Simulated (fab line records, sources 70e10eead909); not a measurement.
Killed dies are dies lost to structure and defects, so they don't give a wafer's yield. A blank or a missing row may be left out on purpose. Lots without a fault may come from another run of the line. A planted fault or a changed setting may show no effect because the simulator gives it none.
Chamber matching | flow nand_harc | NHARC_P_M0_DEP_32 on pecvd-01: 3 sister chambers
The step deposits SiCN, target thk 30 nm. 16 wafers are shown with their chamber, then 8 later ones without.

WAFERS WITH THEIR CHAMBER
wafer  | chamber | heater_power_w (W) | heater_power_outer_w (W)
L076.3 | 1       | 578                | 335
L076.5 | 1       | 568                | 342
L076.6 | 0       | 627                | 338
L081.2 | 1       | 608                | 352
L081.3 | 0       | 588                | 315
L081.6 | 2       | 702                | 378
L083.2 | 2       | 707                | 397
L083.4 | 0       | 509                | 254
L083.5 | 2       | 704                | 383
L084.2 | 1       | 579                | 346
L084.4 | 0       | 600                | 312
L084.6 | 1       | 584                | 331
L088.2 | 2       | 680                | 386
L088.3 | 1       | 639                | 364
L088.6 | 1       | 617                | 365
L089.1 | 2       | 622                | 316

SIGNATURES (means of the wafers above)
reading              | chamber 0 | chamber 1 | chamber 2 | scatter within a chamber
heater_power_w       | 581.00    | 596.14    | 683.00    | 35.9
heater_power_outer_w | 304.75    | 347.86    | 372.00    | 26.3
Rule: a wafer's distance from a chamber is the root of the sum, over the readings, of the square of ((its reading less the chamber's mean) divided by the reading's scatter). The wafer belongs to the nearest chamber; if the next one is less than 2 further off, it can't be placed. The scatter: the root of (the sum of the squares of (reading less its chamber's mean) over the shown wafers, divided by (wafers less chambers)).

WAFERS WITHOUT THEIR CHAMBER
wafer  | heater_power_w (W) | heater_power_outer_w (W)
L089.2 | 552                | 287
L089.4 | 564                | 284
L090.2 | 706                | 384
L090.3 | 643                | 378
L090.6 | 708                | 388
L094.3 | 651                | 387
L094.4 | 650                | 393
L094.5 | 511                | 253

WHICH CHAMBER EACH WENT THROUGH
wafer  | from the rows above     | in truth
L089.2 | can't be placed: 0 or 1 | 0
L089.4 | can't be placed: 0 or 1 | 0
L090.2 | 2                       | 2
L090.3 | can't be placed: 2 or 1 | 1
L090.6 | 2                       | 2
L094.3 | can't be placed: 2 or 1 | 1
L094.4 | can't be placed: 2 or 1 | 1
L094.5 | can't be placed: 0 or 1 | 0
Placed correctly: 2 of 8. Can't be placed from these rows: 6 (the true chamber is among the candidates in 6). Placed wrongly: 0.
